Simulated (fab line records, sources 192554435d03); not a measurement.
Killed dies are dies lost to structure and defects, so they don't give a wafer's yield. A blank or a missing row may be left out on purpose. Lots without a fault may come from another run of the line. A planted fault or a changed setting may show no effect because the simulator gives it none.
fab line records | flow n5_finfet
record lots=24 wafers=72 last_day=18
route steps=1938 shown BEOL_M13@1674 BEOL_M14@1726
lots that met no fault: from a run of the same line without faults
start_h: hours from the record's first day to the start of the lot's first wafer shown | wait_h: hours since the lot's step before | " the same as in the row above | L1.1+2: a row that stands for several wafers | - no value, or no start given | * or withheld: withheld | < > ~ a bound
route shown NAME@n: a module of which the file shows steps, and the number in the route of the first | usual: mean/standard deviation of fault-free wafers | same: alike in all rows | chamber/n: place in a boat | sites: the reading at each site | _std_site: their standard deviation | _edge_site: outer sites' mean less inner sites' | radius_mm: how far each site lies from the wafer's centre | mask NAME#n: copy n | behind: the tool/chamber that last shaped the wafer | hold: why the lot was held/for how many hours/how that ended | device: the transistor (n, p or np) that didn't switch | end of line: the same wafers' tests at the end of the route | a step without rows: its recipe alone | killed: dies lost to structure and defects at the first sort, not the wafer's yield | map: a wafer's dies, x killed, . not, _ none there
set.NAME: the setting as run; set.NAME@STEP: as run at that earlier step | model.NAME: the simulator's own value behind a step, which no gauge read
steps of the route over a sample of lots; a table a step, a row a wafer
services: from which hour (start_h, from the record's first day; less than 0 if before it) a tool's chamber was out of use, for how many hours, and why
## steps
# step N5_BEOL_M13_VIA_ETCH_16
# recipe chemistry=C4F8/O2/Ar target=SiOC pressure_mtorr=30 source_w=3000 bias_w=700 Ar_flow_sccm=400 C4F8_flow_sccm=15 O2_flow_sccm=8 he_inner_torr=15 he_outer_torr=30 target_depth_a=9217 time_s=withheld ion_energy_ev=250 ends=cleared
# usual drypump_motor_current_A=5.7/0.41 he_inner_torr=15.00/0.031 oes_product_au=0.69/0.081 rf_vpp_V=664/3.1 showerhead_plenum_p_Torr=3.36/0.11 throttle_valve_pct=24.24/0.27
# columns lot.wafer tool chamber start_h wait_h drypump_motor_current_A he_inner_torr oes_product_au rf_vpp_V showerhead_plenum_p_Torr throttle_valve_pct
L074.2 rie_diel-01 3 258.70 0.0 6.1 14.97 0.63 660 3.24 24.70
L074.4 " 2 " " 6.1 14.98 0.65 670 3.51 23.79
L074.5 " 1 " " 5.3 14.97 0.66 661 3.24 24.27
L075.1 rie_diel-03 0 262.01 0.0 5.4 15.01 0.65 668 3.50 24.43
L075.4 " 0 " " 5.4 15.01 0.64 669 3.50 24.43
L075.6 " 3 " " 5.2 14.98 0.66 661 3.27 24.36
L076.2 rie_diel-02 0 265.71 0.0 5.6 14.99 0.82 667 3.51 24.00
L076.5 " 1 " " 5.6 14.94 0.68 662 3.28 24.54
L076.6 " 0 " " 5.6 15.00 0.83 668 3.51 24.01
L079.1 rie_diel-03 2 270.30 0.0 5.9 15.02 0.85 662 3.29 24.17
L079.2 " 0 " " 5.4 14.97 0.65 668 3.50 24.44
L079.3 " 1 " " 5.1 14.95 0.89 665 3.36 24.39
L077.1 rie_diel-03 2 271.97 0.0 5.9 14.95 0.84 664 3.29 24.17
L077.4 " 1 " " 5.1 15.03 0.88 664 3.36 24.39
L077.6 " 3 " " 5.2 15.00 0.66 662 3.27 24.40
L078.1 rie_diel-01 0 275.68 0.0 6.4 15.02 0.64 665 3.36 23.90
L078.3 " 3 " " 6.1 14.99 0.62 660 3.24 24.74
L078.6 " 0 " " 6.4 14.99 0.63 662 3.36 23.89
L080.3 rie_diel-03 1 290.66 0.0 5.1 14.97 0.86 664 3.36 24.40
L080.4 " 2 " " 5.9 14.97 0.83 664 3.29 24.17
L080.5 " 3 " " 5.2 15.00 0.66 661 3.27 24.40
L081.1 rie_diel-02 0 290.90 0.0 5.6 14.98 0.82 668 3.51 24.01
L081.5 " 1 " " 5.6 14.98 0.66 661 3.28 24.55
L081.6 " 0 " " 5.6 14.96 0.81 666 3.51 24.00
L082.1 rie_diel-02 0 295.84 0.0 5.6 15.01 0.81 668 3.51 24.00
L082.5 " 1 " " 5.6 15.06 0.66 662 3.28 24.56
L082.6 " 2 " " 5.9 14.95 0.65 665 3.41 24.34
L083.2 rie_diel-01 0 306.10 0.0 6.4 14.96 0.64 665 3.36 23.90
L083.3 " 2 " " 6.1 14.99 0.64 669 3.50 23.81
L083.4 " 3 " " 6.1 15.06 0.62 661 3.23 24.74
L085.1 rie_diel-01 3 311.96 0.0 6.1 14.96 0.61 660 3.23 24.76
L085.3 " 0 " " 6.4 15.06 0.64 666 3.36 23.90
L085.4 " 1 " " 5.3 14.96 0.65 662 3.24 24.32
L088.1 rie_diel-02 1 321.93 0.0 5.6 14.98 0.66 662 3.28 24.56
L088.2 " 0 " " 5.6 15.01 0.79 666 3.50 24.03
L088.5 " 1 " " 5.6 14.99 0.66 661 3.28 24.55
L084.1 rie_diel-01 1 322.19 0.0 5.3 15.02 0.65 661 3.23 24.30
L084.2 " 2 " " 6.1 15.04 0.63 667 3.50 23.82
L084.3 " 0 " " 6.4 15.02 0.64 664 3.36 23.92
L086.1 rie_diel-03 3 323.00 0.0 5.2 14.99 0.65 661 3.26 24.41
L086.3 " 1 " " 5.1 15.03 0.84 663 3.36 24.41
L086.5 " 0 " " 5.4 15.02 0.64 669 3.49 24.48
L089.1 rie_diel-02 3 342.86 0.0 5.3 15.00 0.69 665 3.43 24.09
L089.4 " 2 " " 5.8 15.00 0.65 665 3.41 24.34
L089.6 " 1 " " 5.6 15.00 0.66 660 3.27 24.58
L087.3 rie_diel-01 2 343.14 0.0 6.0 14.95 0.63 668 3.49 23.82
L087.4 " 1 " " 5.3 14.97 0.65 661 3.23 24.30
L087.5 " 3 " " 6.1 15.06 0.61 659 3.23 24.75
L090.1 rie_diel-02 2 343.86 0.0 5.9 14.96 0.66 666 3.41 24.35
L090.2 " 1 " " 5.6 14.96 0.65 662 3.27 24.58
L090.3 " 3 " " 5.4 15.04 0.71 666 3.43 24.11
L091.1 rie_diel-01 2 355.34 0.0 6.1 14.96 0.63 667 3.49 23.83
L091.3 " 0 " " 6.4 14.98 0.62 664 3.35 23.93
L091.6 " 0 " " 6.4 14.98 0.63 664 3.35 23.92
L092.1 rie_diel-03 2 361.63 0.0 5.9 14.99 0.80 663 3.28 24.20
L092.4 " 3 " " 5.2 15.06 0.64 658 3.26 24.43
L092.6 " 1 " " 5.1 14.98 0.81 664 3.35 24.41
L094.1 rie_diel-01 3 367.59 0.0 6.0 15.04 0.86 670 3.62 24.45
L094.2 " 0 " " 6.4 15.02 0.62 664 3.35 23.93
L094.5 " 1 " " 5.3 14.98 0.64 661 3.23 24.34
L093.3 rie_diel-03 1 369.07 0.0 5.1 14.96 0.80 664 3.35 24.43
L093.4 " 1 " " 5.1 14.98 0.80 663 3.35 24.43
L093.5 " 2 " " 5.8 14.98 0.79 661 3.28 24.20
L096.1 rie_diel-01 0 371.26 0.0 6.4 15.00 0.62 665 3.35 23.94
L096.2 " 3 " " 6.0 14.97 0.86 670 3.62 24.45
L096.6 " 1 " " 5.3 15.03 0.64 660 3.22 24.34
L095.1 rie_diel-01 1 388.28 0.0 5.3 14.99 0.63 661 3.22 24.34
L095.2 " 0 " " 6.4 14.99 0.62 663 3.34 23.95
L095.5 " 1 " " 5.3 15.03 0.63 660 3.22 24.33
L097.1 rie_diel-02 1 397.65 0.0 5.6 14.98 0.64 661 3.27 24.59
L097.3 " 0 " " 5.6 15.09 0.77 667 3.49 24.06
L097.5 " 3 " " 5.4 15.02 0.70 666 3.43 24.14
# step N5_BEOL_M13_ETCH_38
# recipe chemistry=CF4/N2 target=SiCN target_depth_a=675 taper_deg=2 time_s=71.9 ion_energy_ev=150 mask_material=SiO2 pressure_mtorr=40 source_w=430 bias_w=70 Ar_flow_sccm=100 cf4_flow_sccm=60 n2_flow_sccm=60
# usual drypump_motor_current_A=5.6/0.39 oes_product_au=0.78/0.094 rf_vpp_V=381.7/2 showerhead_plenum_p_Torr=2.18/0.073 throttle_valve_pct=15.59/0.23
# same time_s=71.9
# columns lot.wafer tool chamber start_h wait_h drypump_motor_current_A oes_product_au rf_hours_counter_h rf_vpp_V showerhead_plenum_p_Torr throttle_valve_pct
L074.2 rie_diel-03 2 260.48 - 5.9 0.95 24 380.9 2.14 15.48
L074.4 " 3 " " 5.2 0.72 - 379.9 2.11 15.66
L074.5 " 0 " " 5.4 0.70 - 382.3 2.28 15.89
L075.1 rie_diel-01 1 263.68 - 5.3 0.73 180 378.4 2.09 15.59
L075.4 " 0 " " 6.4 0.72 199 381.4 2.17 15.28
L075.6 " 1 " " 5.3 0.73 - 379.8 2.09 15.60
L076.2 rie_diel-02 2 268.86 - 5.9 0.72 167 381.7 2.20 15.59
L076.5 " 0 " " 5.6 0.90 - 384.7 2.26 15.12
L076.6 " 1 " " 5.6 0.76 - 379.8 2.11 15.72
L079.1 rie_diel-01 0 272.45 - 6.4 0.72 202 381.9 2.17 15.28
L079.2 " 3 " " 6.1 0.72 227 380.5 2.09 15.98
L079.3 " 2 " " 6.2 0.71 186 383.6 2.27 15.31
L077.1 rie_diel-03 2 273.61 - 5.8 0.94 30 379.7 2.14 15.50
L077.4 " 0 " " 5.4 0.70 221 383.9 2.28 15.90
L077.6 " 3 " " 5.2 0.71 - 379.0 2.11 15.68
L078.1 rie_diel-02 0 278.23 - 5.6 0.89 23 382.8 2.26 15.13
L078.3 " 1 " " 5.6 0.75 173 381.5 2.11 15.73
L078.6 " 2 " " 5.9 0.72 - 383.1 2.20 15.59
L080.3 rie_diel-03 3 292.73 - 5.2 0.71 188 380.4 2.11 15.69
L080.4 " 0 " " 5.4 0.71 227 385.0 2.28 15.91
L080.5 " 0 " " 5.4 0.71 - 386.0 2.28 15.91
L081.1 rie_diel-01 1 293.29 - 5.3 0.73 189 379.8 2.09 15.63
L081.5 " 3 " " 6.1 0.72 - 378.9 2.09 15.98
L081.6 " 0 " " 6.4 0.72 - 379.2 2.17 15.31
L082.1 rie_diel-03 0 299.14 - 5.4 0.71 229 383.4 2.28 15.92
L082.5 " 0 " " 5.4 0.71 - 384.7 2.28 15.91
L082.6 " 1 " " 5.1 0.94 - 380.6 2.17 15.49
L083.2 rie_diel-02 3 307.95 - 5.3 0.80 112 382.0 2.23 15.39
L083.3 " 2 " " 5.9 0.69 179 382.1 2.20 15.62
L083.4 " 0 " " 5.6 0.87 32 382.7 2.26 15.14
L085.1 rie_diel-03 3 314.36 - 5.2 0.71 194 381.6 2.11 15.70
L085.3 " 1 " " 5.1 0.94 15 381.9 2.17 15.50
L085.4 " 0 " " 5.4 0.70 234 383.7 2.28 15.92
L088.1 rie_diel-03 3 324.53 - 5.2 0.71 198 379.0 2.11 15.69
L088.2 " 1 " " 5.1 0.93 19 381.2 2.17 15.51
L088.5 " 3 " " 5.2 0.70 - 380.3 2.11 15.72
L084.1 rie_diel-01 3 325.52 - 6.1 0.71 245 379.2 2.08 16.00
L084.2 " 1 " " 5.3 0.72 199 378.9 2.09 15.63
L084.3 " 2 " " 6.1 0.71 202 384.7 2.27 15.34
L086.1 rie_diel-03 3 329.65 - 5.2 0.70 199 380.8 2.11 15.72
L086.3 " 0 " " 5.4 0.71 239 384.2 2.27 15.92
L086.5 " 2 " " 5.8 0.92 - 381.0 2.14 15.51
L089.1 rie_diel-02 1 344.95 - 5.6 0.73 194 380.7 2.10 15.75
L089.4 " 3 " " 5.3 0.78 127 382.7 2.22 15.41
L089.6 " 2 " " 5.9 0.70 - 381.5 2.20 15.62
L087.3 rie_diel-03 1 344.95 - 5.1 0.91 24 380.9 2.17 15.53
L087.4 " 2 " " 5.9 0.91 47 381.9 2.14 15.53
L087.5 " 3 " " 5.2 0.70 - 379.8 2.10 15.72
L090.1 rie_diel-03 0 347.91 - 5.4 0.69 244 383.3 2.27 15.95
L090.2 " 1 " " 5.1 0.90 25 382.4 2.17 15.53
L090.3 " 3 " " 5.2 0.68 204 379.2 2.10 15.73
L091.1 rie_diel-03 3 360.28 - 5.2 0.69 208 379.1 2.10 15.72
L091.3 " 1 " " 5.1 0.89 30 379.8 2.16 15.54
L091.6 " 3 " " 5.2 0.70 - 379.1 2.10 15.75
L092.1 rie_diel-03 2 365.55 - 5.8 0.89 54 380.6 2.13 15.55
L092.4 " 1 " " 5.1 0.89 - 381.3 2.16 15.55
L092.6 " 3 " " 5.2 0.69 - 379.2 2.10 15.72
L094.1 rie_diel-01 0 370.63 - 6.4 0.70 237 382.7 2.16 15.35
L094.2 " 3 " " 6.1 0.99 4 388.1 2.34 15.52
L094.5 " 3 " " 6.1 0.99 - 385.6 2.34 15.53
L093.3 rie_diel-02 3 373.39 - 5.4 0.78 131 383.1 2.22 15.42
L093.4 " 2 " " 5.9 0.70 191 381.9 2.19 15.65
L093.5 " 1 " " 5.6 0.72 - 378.9 2.10 15.78
L096.1 rie_diel-02 3 373.50 - 5.3 0.78 131 382.6 2.22 15.42
L096.2 " 1 " " 5.6 0.73 200 380.0 2.10 15.78
L096.6 " 1 " " 5.6 0.73 - 378.3 2.10 15.78
L095.1 rie_diel-01 0 390.60 - 6.4 0.70 243 380.6 2.15 15.36
L095.2 " 1 " " 5.3 0.71 225 380.1 2.08 15.69
L095.5 " 0 " " 6.4 0.70 - 381.8 2.15 15.37
L097.1 rie_diel-02 1 400.08 - 5.6 0.71 207 380.4 2.09 15.78
L097.3 " 0 " " 5.6 0.83 59 383.9 2.25 15.18
L097.5 " 1 " " 5.6 0.71 - 378.9 2.09 15.79
# step N5_BEOL_M14_CD_MEAS_10
# recipe target_cd_nm=250 landing_energy_ev=500 detector=se_inlens polarity=opening
# usual cd_nm=250.2/2.5
# columns lot.wafer tool chamber start_h wait_h cd_nm
L074.2 cd_sem-03 0 263.53 - 253.2
L074.4 " 0 " " 251.2
L074.5 " 0 " " 248.4
L075.1 cd_sem-03 0 267.36 - 252.3
L075.4 " 0 " " 250.9
L075.6 " 0 " " 248.9
L076.2 cd_sem-01 0 271.81 - 250.2
L076.5 " 0 " " 251.4
L076.6 " 0 " " 251.5
L079.1 cd_sem-01 0 275.20 - 249.4
L079.2 " 0 " " 247.6
L079.3 " 0 " " 250.3
L077.1 cd_sem-01 0 277.00 - 247.0
L077.4 " 0 " " 251.0
L077.6 " 0 " " 250.4
L078.1 cd_sem-02 0 280.54 - 252.5
L078.3 " 0 " " 250.9
L078.6 " 0 " " 251.2
L080.3 cd_sem-02 0 295.15 - 252.1
L080.4 " 0 " " 250.5
L080.5 " 0 " " 247.2
L081.1 cd_sem-01 0 295.89 - 249.0
L081.5 " 0 " " 252.6
L081.6 " 0 " " 251.2
L082.1 cd_sem-02 0 301.37 - 250.5
L082.5 " 0 " " 253.8
L082.6 " 0 " " 255.0
L083.2 cd_sem-01 0 310.35 - 251.0
L083.3 " 0 " " 255.2
L083.4 " 0 " " 251.5
L085.1 cd_sem-03 0 317.11 - 249.6
L085.3 " 0 " " 249.3
L085.4 " 0 " " 245.7
L088.1 cd_sem-02 0 327.09 - 245.4
L088.2 " 0 " " 245.8
L088.5 " 0 " " 247.2
L084.1 cd_sem-02 0 328.43 - 249.6
L084.2 " 0 " " 249.3
L084.3 " 0 " " 250.5
L086.1 cd_sem-01 0 331.98 - 254.5
L086.3 " 0 " " 254.8
L086.5 " 0 " " 253.3
L089.1 cd_sem-03 0 346.95 - 252.1
L089.4 " 0 " " 251.3
L089.6 " 0 " " 246.9
L087.3 cd_sem-02 0 347.09 - 247.0
L087.4 " 0 " " 245.2
L087.5 " 0 " " 248.9
L090.1 cd_sem-01 0 350.58 - 253.6
L090.2 " 0 " " 248.9
L090.3 " 0 " " 251.1
L091.1 cd_sem-02 0 362.51 - 247.7
L091.3 " 0 " " 250.9
L091.6 " 0 " " 250.0
L092.1 cd_sem-03 0 368.10 - 246.4
L092.4 " 0 " " 251.5
L092.6 " 0 " " 249.8
L094.1 cd_sem-03 0 372.92 - 245.6
L094.2 " 0 " " 246.6
L094.5 " 0 " " 248.1
L093.3 cd_sem-01 0 375.80 - 246.5
L093.4 " 0 " " 246.9
L093.5 " 0 " " 248.6
L096.1 cd_sem-03 0 375.96 - 254.3
L096.2 " 0 " " 253.0
L096.6 " 0 " " 248.0
L095.1 cd_sem-03 0 392.73 - 248.2
L095.2 " 0 " " 254.2
L095.5 " 0 " " 252.1
L097.1 cd_sem-01 0 402.67 - 248.0
L097.3 " 0 " " 248.8
L097.5 " 0 " " 246.6
# step N5_BEOL_M14_DESCUM_15
# recipe chemistry=O2 time_s=7.9 source_power_w=50 bias_power_w=20 pressure_mtorr=20 rf_frequency_hz=2.712e+07 temp_c=40 o2_flow_sccm=225
# usual drypump_motor_current_A=5.9/0.44 oes_product_au=0.79/0.075 rf_vpp_V=243.9/1.4 showerhead_plenum_p_Torr=2.13/0.072 throttle_valve_pct=20.4/0.4
# same time_s=7.9
# columns lot.wafer tool chamber start_h wait_h drypump_motor_current_A oes_product_au rf_hours_counter_h rf_vpp_V showerhead_plenum_p_Torr throttle_valve_pct
L074.2 rie_diel-05 1 263.72 0.1 5.8 0.72 179 244.8 2.20 21.1
L074.4 " 0 " " 6.2 0.84 - 244.4 2.22 20.1
L074.5 " 2 " " 5.4 0.79 - 241.8 2.01 20.1
L075.1 rie_diel-04 2 267.45 0.0 6.3 0.77 122 245.8 2.21 20.6
L075.4 " 1 " " 5.8 0.99 5 245.0 2.12 19.9
L075.6 " 3 " " 6.3 0.79 - 243.2 2.12 20.3
L076.2 rie_diel-06 3 272.25 0.4 5.0 0.73 206 245.4 2.14 20.3
L076.5 " 3 " " 5.0 0.73 - 244.2 2.14 20.3
L076.6 " 2 " " 5.9 0.91 - 242.4 2.03 20.0
L079.1 rie_diel-06 3 275.29 0.0 5.0 0.73 208 244.6 2.14 20.3
L079.2 " 2 " " 5.9 0.90 35 242.3 2.03 20.0
L079.3 " 1 " " 6.5 0.82 83 244.7 2.19 20.3
L077.1 rie_diel-05 0 277.09 0.0 6.3 0.83 70 244.8 2.21 20.2
L077.4 " 2 " " 5.4 0.79 111 244.1 2.01 20.1
L077.6 " 2 " " 5.4 0.79 - 241.2 2.01 20.1
L078.1 rie_diel-05 1 280.63 0.0 5.8 0.70 186 243.6 2.19 21.1
L078.3 " 3 " " 5.9 0.68 245 245.8 2.15 20.1
L078.6 " 1 " " 5.8 0.72 - 243.6 2.19 21.1
L080.3 rie_diel-05 2 295.24 0.0 5.4 0.78 117 243.8 2.01 20.1
L080.4 " 3 " " 5.8 0.69 249 243.6 2.15 20.1
L080.5 " 0 " " 6.2 0.82 - 245.4 2.21 20.2
L081.1 rie_diel-04 3 296.39 0.4 6.3 0.79 118 242.8 2.12 20.3
L081.5 " 3 " " 6.3 0.80 - 242.3 2.12 20.3
L081.6 " 2 " " 6.3 0.78 - 247.0 2.21 20.6
L082.1 rie_diel-04 1 301.66 0.2 5.8 0.93 16 243.7 2.12 19.9
L082.5 " 3 " " 6.3 0.78 - 242.4 2.12 20.3
L082.6 " 2 " " 6.3 0.77 - 245.2 2.21 20.6
L083.2 rie_diel-05 2 310.44 0.0 5.4 0.79 120 241.3 2.00 20.1
L083.3 " 0 " " 6.2 0.82 84 244.3 2.21 20.2
L083.4 " 0 " " 6.2 0.81 - 246.0 2.21 20.2
L085.1 rie_diel-05 2 317.22 0.0 5.4 0.79 123 241.8 2.00 20.1
L085.3 " 1 " " 5.8 0.71 202 242.8 2.19 21.2
L085.4 " 0 " " 6.2 0.81 86 245.2 2.21 20.2
L088.1 rie_diel-06 2 327.18 0.0 5.9 0.88 49 241.7 2.03 20.0
L088.2 " 0 " " 6.3 0.69 247 244.6 2.16 20.8
L088.5 " 0 " " 6.4 0.68 - 244.1 2.16 20.8
L084.1 rie_diel-05 3 328.71 0.2 5.8 0.95 6 244.5 2.14 19.9
L084.2 " 0 " " 6.2 0.80 91 245.6 2.21 20.2
L084.3 " 1 " " 5.8 0.71 206 243.7 2.19 21.2
L086.1 rie_diel-05 3 332.07 0.0 5.8 0.95 8 243.7 2.14 19.9
L086.3 " 0 " " 6.2 0.79 92 243.7 2.21 20.2
L086.5 " 0 " " 6.2 0.79 - 246.9 2.21 20.2
L089.1 rie_diel-06 2 347.04 0.0 5.9 0.86 55 241.0 2.02 20.1
L089.4 " 2 " " 5.9 0.85 - 242.2 2.02 20.1
L089.6 " 1 " " 6.5 0.77 - 246.4 2.18 20.3
L087.3 rie_diel-05 1 347.18 0.0 5.8 0.70 213 244.2 2.18 21.2
L087.4 " 2 " " 5.4 0.78 133 241.1 2.00 20.1
L087.5 " 1 " " 5.8 0.70 - 246.4 2.18 21.2
L090.1 rie_diel-06 1 350.68 0.0 6.4 0.78 112 245.4 2.18 20.3
L090.2 " 2 " " 5.9 0.86 58 243.5 2.02 20.1
L090.3 " 3 " " 5.0 0.71 237 243.2 2.13 20.3
L091.1 rie_diel-06 1 362.60 0.0 6.5 0.77 117 245.2 2.18 20.3
L091.3 " 2 " " 5.9 0.85 63 241.1 2.02 20.1
L091.6 " 3 " " 5.0 0.69 - 244.0 2.13 20.3
L092.1 rie_diel-04 2 368.19 0.0 6.3 0.74 158 243.2 2.20 20.6
L092.4 " 1 " " 5.8 0.90 41 243.9 2.11 20.0
L092.6 " 1 " " 5.8 0.91 - 243.1 2.11 20.0
L094.1 rie_diel-05 2 373.00 0.0 5.4 0.76 143 241.9 2.00 20.1
L094.2 " 1 " " 5.8 0.69 222 243.3 2.18 21.2
L094.5 " 1 " " 5.9 0.70 - 243.9 2.18 21.2
L093.3 rie_diel-05 0 375.89 0.0 6.2 0.79 109 245.6 2.20 20.2
L093.4 " 1 " " 5.8 0.70 - 245.9 2.18 21.2
L093.5 " 2 " " 5.4 0.75 - 241.9 2.00 20.1
L096.1 rie_diel-04 1 376.15 0.1 5.8 0.89 44 245.2 2.11 20.0
L096.2 " 0 " " 4.9 0.77 115 242.5 2.05 21.0
L096.6 " 1 " " 5.8 0.89 - 244.3 2.11 20.0
L095.1 rie_diel-05 3 393.17 0.4 5.8 0.89 27 244.2 2.14 19.9
L095.2 " 2 " " 5.4 0.75 154 242.8 1.99 20.1
L095.5 " 0 " " 6.2 0.78 - 245.5 2.20 20.2
L097.1 rie_diel-06 2 402.76 0.0 5.9 0.83 83 244.2 2.01 20.1
L097.3 " 3 " " 5.0 0.99 1 244.6 2.13 20.0
L097.5 " 0 " " 6.3 0.92 - 244.9 2.15 20.4
# step N5_BEOL_M14_OCD_MEAS_35
# usual trench_depth_nm=558/13
# columns lot.wafer tool chamber start_h wait_h trench_depth_nm
L074.2 ocd-02 - 265.18 0.0 549
L074.4 " - " " 556
L074.5 " - " " 552
L075.1 ocd-01 - 268.94 0.0 554
L075.4 " - " " 588
L075.6 " - " " 562
L076.2 ocd-01 - 274.29 0.0 554
L076.5 " - " " 556
L076.6 " - " " 593
L079.1 ocd-02 - 276.90 0.0 582
L079.2 " - " " 551
L079.3 " - " " 554
L077.1 ocd-02 - 278.55 0.0 542
L077.4 " - " " 549
L077.6 " - " " 553
L078.1 ocd-01 - 282.22 0.0 590
L078.3 " - " " 556
L078.6 " - " " 561
L080.3 ocd-01 - 297.02 0.0 563
L080.4 " - " " 547
L080.5 " - " " 559
L081.1 ocd-02 - 298.71 0.0 552
L081.5 " - " " 565
L081.6 " - " " 547
L082.1 ocd-02 - 303.52 0.0 563
L082.5 " - " " 541
L082.6 " - " " 556
L083.2 ocd-01 - 312.34 0.0 564
L083.3 " - " " 553
L083.4 " - " " 563
L085.1 ocd-01 - 319.00 0.0 563
L085.3 " - " " 552
L085.4 " - " " 571
L088.1 ocd-02 - 328.76 0.0 568
L088.2 " - " " 562
L088.5 " - " " 565
L084.1 ocd-01 - 330.36 0.0 565
L084.2 " - " " 569
L084.3 " - " " 546
L086.1 ocd-01 - 333.53 0.0 550
L086.3 " - " " 531
L086.5 " - " " 582
L089.1 ocd-02 - 348.50 0.0 584
L089.4 " - " " 547
L089.6 " - " " 539
L087.3 ocd-01 - 349.04 0.0 554
L087.4 " - " " 557
L087.5 " - " " 559
L090.1 ocd-02 - 352.21 0.0 536
L090.2 " - " " 563
L090.3 " - " " 553
L091.1 ocd-02 - 364.06 0.0 558
L091.3 " - " " 542
L091.6 " - " " 564
L092.1 ocd-01 - 369.77 0.0 535
L092.4 " - " " 553
L092.6 " - " " 534
L094.1 ocd-02 - 374.65 0.0 558
L094.2 " - " " 560
L094.5 " - " " 541
L093.3 ocd-02 - 377.46 0.0 550
L093.4 " - " " 565
L093.5 " - " " 552
L096.1 ocd-01 - 378.26 0.0 550
L096.2 " - " " 562
L096.6 " - " " 546
L095.1 ocd-02 - 395.21 0.0 567
L095.2 " - " " 571
L095.5 " - " " 573
L097.1 ocd-02 - 404.44 0.0 571
L097.3 " - " " 571
L097.5 " - " " 568
# step N5_BEOL_M14_DEP_53
# recipe material=SiCN target_thk_a=500 temp_c=withheld precursor=3MS/NH3 pressure_torr=3 rf_w=675 time_s=17.8
# usual chamber_pressure_Torr=3.000/0.0059 showerhead_plenum_p_Torr=4.154/0.015 throttle_valve_pct=17.9/0.89
# same time_s=17.8
# columns lot.wafer tool chamber start_h wait_h chamber_pressure_Torr showerhead_plenum_p_Torr throttle_valve_pct
L074.2 pecvd-04 0 268.40 0.0 3.010 4.167 17.9
L074.4 " 1 " " 3.001 4.133 18.1
L074.5 " 0 " " 3.002 4.164 17.9
L075.1 pecvd-03 2 271.47 0.0 3.009 4.147 16.0
L075.4 " 1 " " 3.004 4.141 19.7
L075.6 " 2 " " 3.010 4.147 16.5
L076.2 pecvd-01 0 279.33 0.0 2.995 4.165 17.2
L076.5 " 0 " " 3.007 4.174 17.2
L076.6 " 1 " " 2.999 4.156 18.8
L079.1 pecvd-01 1 280.34 0.0 2.997 4.146 18.8
L079.2 " 2 " " 2.999 4.165 18.2
L079.3 " 0 " " 3.001 4.178 17.0
L077.1 pecvd-01 2 280.51 0.0 3.000 4.171 17.9
L077.4 " 0 " " 3.006 4.175 16.9
L077.6 " 2 " " 3.008 4.166 17.6
L078.1 pecvd-03 0 284.34 0.0 2.991 4.161 18.1
L078.3 " 0 " " 2.997 4.180 18.1
L078.6 " 2 " " 2.995 4.159 16.3
L080.3 pecvd-03 0 298.86 0.0 3.002 4.175 18.0
L080.4 " 2 " " 3.003 4.159 16.0
L080.5 " 0 " " 2.996 4.166 18.0
L081.1 pecvd-04 1 300.96 0.0 3.006 4.128 18.1
L081.5 " 0 " " 2.986 4.165 17.5
L081.6 " 1 " " 3.002 4.126 18.2
L082.1 pecvd-04 2 310.56 0.0 2.997 4.145 18.0
L082.5 " 2 " " 2.999 4.147 17.9
L082.6 " 1 " " 3.010 4.127 18.2
L083.2 pecvd-04 1 317.54 0.0 3.003 4.130 18.0
L083.3 " 2 " " 2.995 4.138 17.7
L083.4 " 2 " " 3.005 4.135 18.1
L085.1 pecvd-04 2 321.85 0.0 2.989 4.149 17.9
L085.3 " 1 " " 3.000 4.130 17.9
L085.4 " 1 " " 2.997 4.135 18.2
L088.1 pecvd-04 1 330.51 0.0 3.009 4.141 18.0
L088.2 " 2 " " 2.997 4.138 18.0
L088.5 " 0 " " 2.989 4.161 17.5
L084.1 pecvd-04 1 336.60 0.0 3.008 4.127 18.1
L084.2 " 2 " " 3.004 4.134 17.9
L084.3 " 0 " " 3.002 4.162 17.8
L086.1 pecvd-03 2 337.40 0.0 2.997 4.137 16.1
L086.3 " 1 " " 2.998 4.141 19.2
L086.5 " 1 " " 3.004 4.128 19.3
L089.1 pecvd-03 1 351.08 0.0 2.999 4.143 19.4
L089.4 " 2 " " 3.008 4.151 15.8
L089.6 " 1 " " 3.005 4.143 19.1
L087.3 pecvd-01 1 351.36 0.0 3.006 4.163 18.8
L087.4 " 1 " " 3.007 4.147 18.7
L087.5 " 2 " " 2.996 4.178 18.1
L090.1 pecvd-04 0 353.95 0.0 2.995 4.158 17.8
L090.2 " 2 " " 2.991 4.133 17.8
L090.3 " 1 " " 3.009 4.132 18.1
L091.1 pecvd-01 1 367.80 0.0 3.005 4.155 18.9
L091.3 " 0 " " 2.994 4.174 17.3
L091.6 " 0 " " 3.002 4.165 17.2
L092.1 pecvd-03 0 372.20 0.0 2.996 4.167 18.0
L092.4 " 1 " " 3.000 4.143 19.2
L092.6 " 2 " " 2.993 4.147 16.2
L094.1 pecvd-03 0 377.87 0.0 3.007 4.177 17.9
L094.2 " 1 " " 2.990 4.139 19.5
L094.5 " 2 " " 2.998 4.152 16.4
L093.3 pecvd-03 0 385.48 0.0 3.005 4.166 18.4
L093.4 " 2 " " 2.992 4.153 16.2
L093.5 " 1 " " 2.994 4.149 19.4
L096.1 pecvd-03 1 385.55 0.0 2.996 4.142 19.5
L096.2 " 2 " " 3.010 4.153 16.1
L096.6 " 1 " " 2.996 4.142 19.3
L095.1 pecvd-01 2 400.54 0.0 3.006 4.160 18.4
L095.2 " 0 " " 3.008 4.171 17.5
L095.5 " 0 " " 3.004 4.177 17.2
L097.1 pecvd-01 2 406.82 0.0 2.999 4.174 18.4
L097.3 " 1 " " 2.996 4.147 18.8
L097.5 " 2 " " 3.001 4.166 18.3
## services
# columns tool chamber start_h hours kind
rie_diel-03 1 245.77 - clean
rie_diel-03 1 245.77 - consumable_replace:focus_ring
rie_diel-03 1 245.77 18.5 scheduled_down
rie_diel-03 1 245.77 18.5 vent_cycle
rie_diel-06 0 268.22 15.3 repair
pecvd-04 - 270.79 3.2 repair
pecvd-01 2 272.76 7.5 repair
pecvd-03 1 281.86 19.3 repair
rie_diel-02 1 285.26 2.9 repair
rie_diel-06 2 293.88 4.3 repair
rie_diel-05 2 297.03 9.6 repair
rie_diel-06 2 304.45 10.4 repair
rie_diel-02 2 311.15 15.1 repair
rie_diel-03 2 315.58 9.5 repair
pecvd-01 - 316.00 14.6 pm
rie_diel-01 - 347.50 0.1 repair
rie_diel-02 - 355.65 15.6 pm
rie_diel-03 0 365.55 - clean
rie_diel-03 0 365.55 - consumable_replace:focus_ring
rie_diel-03 0 365.55 18.1 scheduled_down
pecvd-04 - 368.61 28.1 pm
rie_diel-05 3 369.28 14.3 repair
rie_diel-04 - 377.54 14.6 pm
pecvd-04 - 396.71 2.8 pm
## key
fault none
